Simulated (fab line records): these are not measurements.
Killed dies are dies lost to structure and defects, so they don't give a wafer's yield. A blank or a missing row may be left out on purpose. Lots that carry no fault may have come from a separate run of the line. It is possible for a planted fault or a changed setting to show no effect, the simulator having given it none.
One fault through the eyes of 2 desks / flow n5-finfet / every desk sees just its own numbers, and what lay behind them comes last

## THE METROLOGY DESK
Lot by lot, what the gauges showed, no matter which tool ran the lot: averages of those sampled wafers that carry a number. Any lot whose mean is over 4 standard deviations away from the usual mean is out of limits and marked OUT; that distance is given in the brackets.
Columns: A = M9_RS at N5_BEOL_M9_RS_MEAS_57, usual 0.153 ohm/sq
lot=L892; first seen here=day 10 05:40; A=0.151
lot=L894; first seen here=day 10 19:13; A=0.153
lot=L897; first seen here=day 12 00:45; A=0.152
lot=L896; first seen here=day 12 01:25; A=0.158
lot=L898; first seen here=day 12 10:50; A=0.151
lot=L903; first seen here=day 12 19:16; A=0.151
lot=L901; first seen here=day 13 00:17; A=0.155
lot=L904; first seen here=day 13 07:40; A=0.155
lot=L907; first seen here=day 13 20:44; A=0.152
lot=L908; first seen here=day 14 13:25; A=0.153
lot=L915; first seen here=day 16 01:53; A=0.152
This desk's finding: nothing out of limits on any of the 11 lots.

## AT THE TOOL OWNER'S DESK: pecvd-02
The tool's own readings at N5_BEOL_M9_PECVD_70 (deposits SiO2 from TEOS/O2, target thk 20 nm, time 22.7 s): means of the sampled wafers that have a number, for each lot that ran on this tool. Any lot whose mean is over 4 standard deviations away from the usual mean is out of limits and marked OUT; that distance is given in the brackets.
Columns: A = heater-power-w at N5_BEOL_M9_PECVD_70, usual 794 W; B = showerhead-plenum-p-Torr at N5_BEOL_M9_PECVD_70, usual 8.81 Torr; C = throttle-valve-pct at N5_BEOL_M9_PECVD_70, usual 21.7 %
lot=L892; first seen here=day 10 00:01; A=805; B=8.79; C=21.6
lot=L898; first seen here=day 12 03:29; A=806; B=8.79; C=22.6
lot=L901; first seen here=day 12 16:38; A=837; B=8.79; C=22.3
lot=L904; first seen here=day 12 22:26; A=827; B=8.80; C=21.7
lot=L907; first seen here=day 13 14:53; A=873; B=8.78; C=22.5
lot=L908; first seen here=day 14 06:16; A=833; B=8.79; C=21.9
This desk's finding: nothing out of limits on any of the 6 lots.

## PUT TOGETHER
Metrology desk: nothing out of limits seen.
The tool owner's desk saw nothing out of limits.

## WHAT WAS PUT IN BY THE SIMULATOR
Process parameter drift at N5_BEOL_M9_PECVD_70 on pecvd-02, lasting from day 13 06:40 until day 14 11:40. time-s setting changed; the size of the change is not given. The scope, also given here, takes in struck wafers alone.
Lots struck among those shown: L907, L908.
